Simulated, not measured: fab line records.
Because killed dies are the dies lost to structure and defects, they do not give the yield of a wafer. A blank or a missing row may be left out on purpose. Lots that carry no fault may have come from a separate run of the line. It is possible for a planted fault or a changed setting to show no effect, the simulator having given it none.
Which tool is to blame? + flow n5_finfet + 12 lots with 36 wafers sampled at 2 steps, on a route of 1938 steps

== WHAT EACH GAUGE READ, for each wafer ==
N5_BEOL_M12_RS_MEAS_54: uses a four-point probe to measure.
| lot  | measured     | on            | M12_RS (ohm/sq)      |
|------|--------------|---------------|----------------------|
| L076 | day 10 20:01 | film_metro-01 | 0.0605 0.0588 0.0603 |
| L077 | day 11 03:09 | film_metro-01 | 0.0604 0.0609 0.0611 |
| L079 | day 12 09:27 | film_metro-02 | 0.0617 0.0590 0.0620 |
| L081 | day 12 15:59 | film_metro-01 | 0.0610 0.0612 0.0597 |
| L082 | day 13 08:51 | film_metro-01 | 0.0586 0.0614 0.0603 |
| L085 | day 13 20:47 | film_metro-02 | 0.0583 0.0596 0.0617 |
| L089 | day 14 12:20 | film_metro-02 | 0.0604 0.0595 0.0599 |
| L088 | day 15 03:16 | film_metro-01 | 0.0596 0.0599 0.0585 |
| L092 | day 15 10:10 | film_metro-01 | 0.0587 0.0589 0.0592 |
| L093 | day 16 10:28 | film_metro-02 | 0.0587 0.0585 0.0594 |
| L097 | day 16 15:23 | film_metro-01 | 0.0591 0.0585 0.0614 |
| L096 | day 16 21:55 | film_metro-02 | 0.0604 0.0595 0.0605 |

== WHAT TOOL EACH LOT RAN ON (gives the tool, then ch and the chambers of the sampled wafers, and finally the start) ==
| lot  | N5_BEOL_M12_SPUTTER_45       |
|------|------------------------------|
| L076 | pvd_sputter-02, day 10 18:51 |
| L077 | pvd_sputter-02, day 11 01:58 |
| L079 | pvd_sputter-02, day 12 08:26 |
| L081 | pvd_sputter-02, day 12 15:01 |
| L082 | pvd_sputter-01, day 13 07:48 |
| L085 | pvd_sputter-01, day 13 19:48 |
| L089 | pvd_sputter-02, day 14 11:02 |
| L088 | pvd_sputter-03, day 15 02:17 |
| L092 | pvd_sputter-02, day 15 09:09 |
| L093 | pvd_sputter-03, day 16 09:29 |
| L097 | pvd_sputter-02, day 16 14:22 |
| L096 | pvd_sputter-01, day 16 20:57 |
- N5_BEOL_M12_SPUTTER_45: material Cu, target thk 80 nm, time 13.33 s.

== THE ANSWER, worked out from the rows above alone ==
Rule: what is usual is taken from the lots themselves. Put in order of their means at a reading, lots are off if they are a third of the lots or fewer, leave a main group of 4 or more, and stand apart from it by a gap of 3 or more times the standard deviation of the main group's means; of several such gaps the widest counts. Not used: any main group whose means are identical at the precision the tables above print for the reading. A lot without any number at a reading at which 4 lots or more have one is off too. Any other lot the step has rows for is counted as sound.
No lot is off at any reading shown: from this, nothing can be told.

== WHAT THE SIMULATOR HAD PUT IN ==
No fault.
